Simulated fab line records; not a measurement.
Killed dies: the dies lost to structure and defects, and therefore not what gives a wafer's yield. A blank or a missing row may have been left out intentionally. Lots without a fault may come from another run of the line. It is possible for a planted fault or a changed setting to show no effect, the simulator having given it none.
The same fault as seen by 2 desks ; flow n5_finfet ; every desk sees just its own numbers, and what lay behind them comes last

== THE TOOL OWNER'S DESK: rie_diel-04 ==
The tool's own readings at N5_FIN_CUT_ETCH_21 (etches SOC in N2/H2, target depth 219 nm, overetch 43.8 nm, time 523.5 s): means of the sampled wafers that have a number, for each lot that ran on this tool. A lot is out of limits, marked OUT, if its mean lies more than 4 standard deviations from the usual mean; the brackets give that distance.
Columns: A = drypump_motor_current_A at N5_FIN_CUT_ETCH_21, usual 5.9 A; B = h2_flow_sccm at N5_FIN_CUT_ETCH_21, usual 200.0 sccm; C = oes_product_au at N5_FIN_CUT_ETCH_21, usual 0.72 a.u.; D = rf_vpp_V at N5_FIN_CUT_ETCH_21, usual 240.6 V; E = showerhead_plenum_p_Torr at N5_FIN_CUT_ETCH_21, usual 2.54 Torr; F = throttle_valve_pct at N5_FIN_CUT_ETCH_21, usual 17.90 %
lot;first seen here;A;B;C;D;E;F
L696;day 2 03:31;5.4;199.9;0.77;241.8;2.66;17.76
L707;day 4 21:26;5.7;200.4;0.71;240.4;2.56;17.90
L714;day 6 16:37;6.0;207.0 (+14) OUT;0.64;239.3;2.50;18.34
L716;day 7 03:37;5.8;206.8 (+13) OUT;0.69;238.7;2.53;18.18
Finding of this desk: L714, L716 out of limits; the first was L714 at day 6 16:37, on h2_flow_sccm at N5_FIN_CUT_ETCH_21. In limits: L696, L707.

== AT THE METROLOGY DESK ==
What the gauges read for every lot (on any tool): the sampled wafers with a number, averaged. A lot is out of limits, marked OUT, if its mean lies more than 4 standard deviations from the usual mean; the brackets give that distance. Shown here are 7 of its 10 readings, the ones lying furthest out on some lot.
Columns: A = DIBL_N at N5_BEOL_M4_RC_MEAS_101, usual 37.1 mV/V; B = IOFF_P at N5_BEOL_M4_RC_MEAS_101, usual 0.22 nA/um; C = ION_N at N5_BEOL_M4_RC_MEAS_101, usual 680 uA/um; D = ION_P at N5_BEOL_M4_RC_MEAS_101, usual 464 uA/um; E = SS_N at N5_BEOL_M4_RC_MEAS_101, usual 71.7 mV/dec; F = VT_N at N5_BEOL_M4_RC_MEAS_101, usual 248.9 mV; G = VT_P at N5_BEOL_M4_RC_MEAS_101, usual -251 mV
lot;first seen here;A;B;C;D;E;F;G
L698;day 8 19:38;35.4;0.20;677;463;71.6;248.3;-252
L696;day 9 21:03;38.5;0.23;687;464;71.9;247.8;-249
L704;day 10 03:49;36.6;0.17;664;455;71.3;253.4;-257
L707;day 11 00:59;37.0;0.21;678;463;71.4;250.0;-250
L714;day 12 22:56;34.3;0.21;678;465;71.0;250.2;-250
L716;day 14 01:49;36.4;0.21;672;465;71.9;251.0;-251
L717;day 14 06:01;37.7;0.22;680;464;71.9;246.8;-251
L719;day 14 13:47;37.7;0.26;686;469;72.3;247.1;-244
This desk's finding: nothing out of limits on any of the 8 lots.

== BROUGHT TOGETHER ==
An alarm could have come from the tool owner's desk at day 6 16:37, on L714, L716.
From the metrology desk's view, nothing was out of limits.
The metrology desk has L714, L716 on record, within its limits.
The lots listed all ran N5_FIN_CUT_ETCH_21 on rie_diel-04.

== WHAT HAD BEEN PUT IN BY THE SIMULATOR ==
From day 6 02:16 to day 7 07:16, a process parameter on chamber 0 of rie_diel-04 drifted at N5_FIN_CUT_ETCH_21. The setting h2_flow_sccm was moved by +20, starting from 200. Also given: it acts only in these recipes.
Struck lots among those shown: L714, L716.
Hours from the fault's start to each desk's first reading out of limits: the tool owner's desk, 14.
